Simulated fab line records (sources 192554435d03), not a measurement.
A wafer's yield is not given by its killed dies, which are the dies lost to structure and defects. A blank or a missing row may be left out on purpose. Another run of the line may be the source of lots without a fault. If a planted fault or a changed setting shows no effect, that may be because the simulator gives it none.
Matching of chambers | flow n5-finfet | N5_BEOL_M6_CMP_52 on cmp-03: 4 sister chambers
The step polishes, stops on SiCOH lowk, t overpolish 6.9 s, target thk 80 nm. 16 wafers are shown with their chamber, then 8 later ones without.

== WAFERS WITH THEIR CHAMBER ==
wafer  | chamber | motor-current-A (A) | retaining-ring-pressure-frac | time-to-endpoint-s (s)
L076.4 | 0       | 6.9                 | 1.006                        | 61.3
L076.5 | 1       | 6.3                 | 1.009                        | 61.4
L076.6 | 2       | 5.4                 | 1.002                        | 60.2
L077.1 | 3       | 6.0                 | 0.996                        | 57.2
L077.2 | 2       | 5.4                 | 1.006                        | 62.0
L077.6 | 0       | 7.1                 | 0.995                        | 60.5
L079.4 | 0       | 7.2                 | 1.001                        | 56.9
L079.5 | 0       | 7.0                 | 1.000                        | 58.1
L079.6 | 1       | 6.6                 | 1.000                        | 57.4
L082.2 | 3       | 6.3                 | 0.996                        | 60.7
L082.3 | 2       | 5.6                 | 1.003                        | 63.2
L082.6 | 2       | 5.4                 | 1.008                        | 61.5
L085.1 | 3       | 6.3                 | 1.001                        | 58.6
L085.2 | 0       | 7.0                 | 0.993                        | 60.8
L085.4 | 1       | 6.3                 | 1.011                        | 58.6
L088.1 | 2       | 5.3                 | 1.001                        | 61.1

SIGNATURES, as means of the wafers listed above
reading                      | chamber 0 | chamber 1 | chamber 2 | chamber 3 | scatter within a chamber
motor-current-A              | 7.040     | 6.400     | 5.420     | 6.200     | 0.135
retaining-ring-pressure-frac | 0.99900   | 1.00667   | 1.00400   | 0.99767   | 0.00433
time-to-endpoint-s           | 59.520    | 59.133    | 61.600    | 58.833    | 1.69
Rule: a wafer's distance from a chamber is the root of the sum, over the readings, of the square of ((its reading less the chamber's mean) divided by the reading's scatter). The wafer belongs to the nearest chamber; if the next one is less than 2 further off, it can't be placed. The scatter is the square root of a quotient: the sum, over the shown wafers, of each reading's squared deviation from its chamber's mean, divided by wafers minus chambers.

== WAFERS WHOSE CHAMBER IS MISSING ==
wafer  | motor-current-A (A) | retaining-ring-pressure-frac | time-to-endpoint-s (s)
L088.2 | 6.7                 | 0.999                        | 61.7
L088.3 | 6.2                 | 0.998                        | 60.5
L091.3 | 6.7                 | 1.000                        | 61.8
L091.4 | 6.6                 | 1.009                        | 63.5
L091.6 | 6.7                 | 1.006                        | 61.7
L097.3 | 6.7                 | 0.995                        | 62.6
L097.4 | 6.7                 | 0.999                        | 63.2
L097.6 | 6.1                 | 1.008                        | 61.8

== THE CHAMBER EACH PASSED THROUGH ==
wafer  | from the rows above          | in truth
L088.2 | can't be placed: 0 or 1 or 3 | 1
L088.3 | can't be placed: 3 or 1      | 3
L091.3 | can't be placed: 0 or 1 or 3 | 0
L091.4 | can't be placed: 1 or 0 or 3 | 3
L091.6 | can't be placed: 1 or 0 or 3 | 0
L097.3 | can't be placed: 0 or 1 or 3 | 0
L097.4 | can't be placed: 0 or 1 or 3 | 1
L097.6 | can't be placed: 1 or 3      | 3
0 of 8 placed correctly. Unplaceable from these rows: 8, with the true chamber sitting among the candidates in 8. Number placed wrongly: 0.
